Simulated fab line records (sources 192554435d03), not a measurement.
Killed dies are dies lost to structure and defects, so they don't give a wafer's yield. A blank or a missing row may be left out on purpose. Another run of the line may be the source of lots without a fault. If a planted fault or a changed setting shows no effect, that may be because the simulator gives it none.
8D (eight disciplines) problem report, filled in by code    flow n5-finfet    the parts of the form that need people (team, actions taken, sign-off) are left out

## 1. PROBLEM STATEMENT
At N5_BEOL_M12_CMP_49, barrier-field-endpoint-s averages 39.4 s over 2 wafers from 2 lots, while fault-free wafers read 30.4 s, standard deviation 0.81. Measured from the usual mean, that is +11 standard deviations.
The step: polishes, stops on SiOC, t overpolish 20.6 s, target thk 320 nm.
First seen on wafer L333.4, day 12 20:15, on cmp-02. The record holds 18 wafers of 6 lots with a number at this step. Rule for "out" (also "out of limits"): further than 4 standard deviations from the usual mean. The rest of the wafers with a number are treated as sound.

## 2. WHAT IT IS, AND WHAT IT ISN'T
question                     is                        is not
which readings at this step  barrier-field-endpoint-s  motor-current-A, pad-life-wafers
which lots                   L333, L335                L328, L345, L346, L349
which wafers of those lots   L333.4, L335.2            L333.2, L333.5, L335.1, L335.6
read on which tools          cmp-02, cmp-04            cmp-03
when                         from day 12 20:15         up to then (5 sound wafers); but 11 sound wafers of L335, L345, L346, L349 came after

## 3. THE SUSPECTS, EACH WITH WHAT RULES IT OUT
Counting: if a tool at a process step up to the reading ran every lot that is out, it stays a suspect. Sound lots after the first of them don't rule it out here, since some wafers of a struck lot are sound.
- rie-diel-01 at N5_BEOL_M12_ETCH_68 (etches SOC in N2/H2, time 285 s): kept. It ran every lot that is out, first L333 (day 12 16:43).
- pvd-sputter-02 at N5_BEOL_M12_DEGAS_41 (time 60 s): kept. Ran every lot that is out, first one L333 (day 12 19:27); last sound lot up to then L328 (day 11 14:14).
- pvd-sputter-02 at N5_BEOL_M12_SPUTTER_43 (material TaN, target thk 15 nm, time 24.19 s): kept. Ran every lot that is out, first one L333 (day 12 19:32); last sound lot up to then L328 (day 11 14:19).
- pvd-sputter-02 at N5_BEOL_M12_SPUTTER_44 (material Ta, target thk 10 nm, time 16.13 s): kept. Ran every lot that is out, first one L333 (day 12 19:37); last sound lot up to then L328 (day 11 14:23).
- pvd-sputter-02 at N5_BEOL_M12_SPUTTER_45 (material Cu, target thk 80 nm, time 13.33 s): kept. Ran every lot that is out, first one L333 (day 12 19:41); last sound lot up to then L328 (day 11 14:28).
- rie-diel-01, N5_BEOL_M12_ETCH_68: wafers that are out in chamber 2, sound lot-mates in chambers 0, 1.
Left after counting: rie-diel-01 at N5_BEOL_M12_ETCH_68, pvd-sputter-02 at N5_BEOL_M12_DEGAS_41, pvd-sputter-02 at N5_BEOL_M12_SPUTTER_43, pvd-sputter-02 at N5_BEOL_M12_SPUTTER_44, pvd-sputter-02 at N5_BEOL_M12_SPUTTER_45.

## 4. THE CAUSE (what the simulator had put in)
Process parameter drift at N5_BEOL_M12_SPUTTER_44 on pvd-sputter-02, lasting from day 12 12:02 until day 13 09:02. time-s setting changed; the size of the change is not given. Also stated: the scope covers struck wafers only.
Counting leaves 5 suspects; this tool is one of them.

## 5. THE EFFECT CHAIN, in route order
One row per reading whose mean, taken over the struck wafers that have a number, lies over 3 standard deviations from the usual. Scope: only readings with a usual standard deviation given in the record; hours: median across lots of the time from each lot's start at the first step in this table that gives one to its start at this step; sigmas: change in usual standard deviations.
hours  step                reading                   usual   on struck wafers  change  sigmas
0      N5_BEOL_M12_CMP_49  barrier-field-endpoint-s  30.4 s  39.4              +9.0    +11
Here are the process steps it includes:
- N5_BEOL_M12_CMP_49: polishes, stops on SiOC, t overpolish 20.6 s, target thk 320 nm.
Later steps that measure or inspect, where all struck wafers having a row at the step show a number for every such reading and not one has moved that far: N5_BEOL_M12_THK_MEAS_50.

## 6. HOW IT WOULD HAVE BEEN CAUGHT EARLIER
8 hours passed between the start of the fault at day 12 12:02 and the first reading out of limits in this record, taken at day 12 20:15.
An alarm limit of 4 standard deviations would not have fired on the tool readings at N5_BEOL_M12_SPUTTER_44 for which the record gives a usual standard deviation, since none of them was out on any struck wafer.
L335, from the lots that are out (2), started N5_BEOL_M12_SPUTTER_44 on pvd-sputter-02 later than day 12 20:15. Putting the tool on hold at that point would have spared it.
